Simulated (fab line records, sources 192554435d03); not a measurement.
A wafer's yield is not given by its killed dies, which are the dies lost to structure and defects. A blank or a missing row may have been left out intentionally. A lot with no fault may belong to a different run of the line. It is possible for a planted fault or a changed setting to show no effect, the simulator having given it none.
Problem report, 8D (eight disciplines) form, completed by code	flow n5_finfet	the parts of the form that need people (team, actions taken, sign-off) are left out

== 1. WHAT IS WRONG ==
Mean of cf4_flow_sccm at N5_BEOL_M9_ETCH_65: 77.4 sccm across 6 wafers in 2 lots; on wafers with no fault it is 100.0 sccm (standard deviation 0.3). Relative to the usual mean, that is a shift of -75 standard deviations.
The step: etches SiARC in CF4, target depth 15.6 nm, time 26 s.
First seen on wafer L180.2, day 12 07:24, on rie_diel-05. The record has a number at this step for 27 wafers belonging to 9 lots. Rule for "out", or "out of limits": more than 4 standard deviations from the usual mean. The rest of the wafers with a number are treated as sound.

== 2. WHAT IT IS, WHAT IT ISN'T ==
question	is	is not
which readings at this step	cf4_flow_sccm	chamber_pressure_mTorr, drypump_motor_current_A, etch_rf_on_time_s, oes_product_au, rf_vpp_V
which lots	L180, L183	L176, L177, L188, L191, L194, L195, L196
which wafers of those lots	all that have a number	-
read on which tools	rie_diel-05	rie_diel-02, rie_diel-06
when	from day 12 07:24	up to then (6 sound wafers); but 15 sound wafers of L188, L191, L194, L195, L196 came after

== 3. SUSPECTS, AND WHAT RULES EACH OUT ==
Counting: a tool stays on the suspect list if, at a process step up to the reading, it processed all lots that are out and no sound lot following the first of them.
- rie_diel-05 at N5_BEOL_M9_ETCH_65 (etches SiARC in CF4, target depth 15.6 nm, time 26 s): ruled out as a lasting fault. After its first lot that is out, L180 (day 12 07:24), sound lots L196 ran on it.
Left after counting: nothing in the record.

== 4. THE CAUSE (what the simulator had put in) ==
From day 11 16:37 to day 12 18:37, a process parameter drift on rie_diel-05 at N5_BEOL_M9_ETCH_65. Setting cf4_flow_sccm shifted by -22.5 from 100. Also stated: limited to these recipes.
Counting ruled it out, wrongly.

== 5. THE EFFECT CHAIN, in route order ==
One row per reading whose mean, taken over the struck wafers that have a number, lies over 3 standard deviations from the usual. Readings are gone through only where the record gives a usual standard deviation; hours: the median, over the lots, of the time from a lot's start at the first step in this table giving one to that lot's start at this step; sigmas: the change measured in usual standard deviations.
hours	step	reading	usual	on struck wafers	change	sigmas
0	N5_BEOL_M9_ETCH_65	cf4_flow_sccm	100.0 sccm	77.4	-22.6	-75
0	N5_BEOL_M9_ETCH_65	throttle_valve_pct	15.60 %	14.88	-0.72	-3.0
Process steps it contains:
- N5_BEOL_M9_ETCH_65: etches SiARC in CF4, target depth 15.6 nm, time 26 s.

== 6. WHAT WOULD HAVE CAUGHT IT SOONER ==
15 hours passed between the start of the fault at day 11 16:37 and the first reading out of limits in this record, taken at day 12 07:24.
